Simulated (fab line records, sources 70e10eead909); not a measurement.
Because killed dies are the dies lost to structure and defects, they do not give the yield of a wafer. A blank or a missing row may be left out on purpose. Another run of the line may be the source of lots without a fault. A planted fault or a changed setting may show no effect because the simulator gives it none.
What tool caused it? ; flow nandHarc ; 18 wafers sampled from 6 lots at 1 step of a route of 1302

== WHAT THE GAUGES SHOWED, per wafer ==
NHARC_A_ONON_D1_THK_MEAS_27: measures by ellipsometry.
lot;measured;on;thkNm (nm)
L960;day 8 21:54;filmMetro-01;1002 1003 1002
L962;day 9 17:43;filmMetro-01;995 996 995
L968;day 11 23:14;filmMetro-02;994 995 994
L971;day 13 00:22;filmMetro-01;996 996 996
L978;day 16 00:00;filmMetro-01;1007 1009 1008
L981;day 17 09:09;filmMetro-02;1002 1001 1003

== WHICH TOOL RAN EACH LOT (tool, then ch and the chambers of the sampled wafers, then the start) ==
No process step before these readings appears in the record.

== THE ANSWER, worked out from the rows above alone ==
Rule: the lots themselves supply what counts as usual. The widest of any qualifying gaps counts: lots, ordered by their means at a reading, are off when they make up no more than a third of the lots, leave a main group of 4 or more, and stand apart from it by 3 or more times the standard deviation of that group's means. A main group whose means are all the same, to the digits that the tables above print for the reading, isn't used. A lot without any number at a reading at which 4 lots or more have one is off too. Any other lot the step has rows for is counted as sound.
None of the lots is off at any reading shown; this tells nothing.

== WHAT WAS PUT IN BY THE SIMULATOR ==
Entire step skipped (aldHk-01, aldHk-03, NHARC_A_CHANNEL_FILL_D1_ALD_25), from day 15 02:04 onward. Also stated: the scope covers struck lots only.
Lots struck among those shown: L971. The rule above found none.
